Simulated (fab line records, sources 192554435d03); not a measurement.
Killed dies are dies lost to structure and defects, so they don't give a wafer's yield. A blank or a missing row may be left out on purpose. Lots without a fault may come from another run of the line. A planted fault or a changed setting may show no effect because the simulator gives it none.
Chamber matching | flow n5_finfet | N5_SD_EPI_P_ETCH_16 on rie_diel-04: 4 sister chambers
The step etches SiO2 in CHF3/O2, target depth 5 nm. 4 wafers are shown with their chamber, then 10 later ones without.

WAFERS WITH THEIR CHAMBER
wafer  | chamber | showerhead_plenum_p_Torr (Torr)
L086.6 | 3       | 2.38
L088.1 | 0       | 2.26
L089.4 | 1       | 2.43
L089.5 | 2       | 2.47

WAFERS WITHOUT THEIR CHAMBER
wafer  | showerhead_plenum_p_Torr (Torr)
L089.6 | 2.25
L090.1 | 2.47
L090.2 | 2.43
L090.3 | 2.25
L091.1 | 2.43
L091.3 | 2.47
L091.6 | 2.25
L095.2 | 2.37
L095.4 | 2.43
L095.5 | 2.25

WHICH CHAMBER EACH WENT THROUGH
wafer  | from the rows above | in truth
L089.6 | 0                   | 0
L090.1 | 2                   | 2
L090.2 | 1                   | 1
L090.3 | 0                   | 0
L091.1 | 1                   | 1
L091.3 | 2                   | 2
L091.6 | 0                   | 0
L095.2 | 3                   | 3
L095.4 | 1                   | 1
L095.5 | 0                   | 0
Placed correctly: 10 of 10. Can't be placed from these rows: 0. Placed wrongly: 0.
How it was worked out, from the rows above alone: a wafer's distance from a chamber is the root of the sum, over the readings, of the square of ((its reading less the chamber's mean) divided by the reading's scatter). The wafer belongs to the nearest chamber; if the next one is less than 2 further off, it can't be placed. A chamber's mean is the mean of its shown wafers. The scatter: with one shown wafer a chamber, the root of the mean of the squares of how far each hidden wafer lies from its nearest shown one.
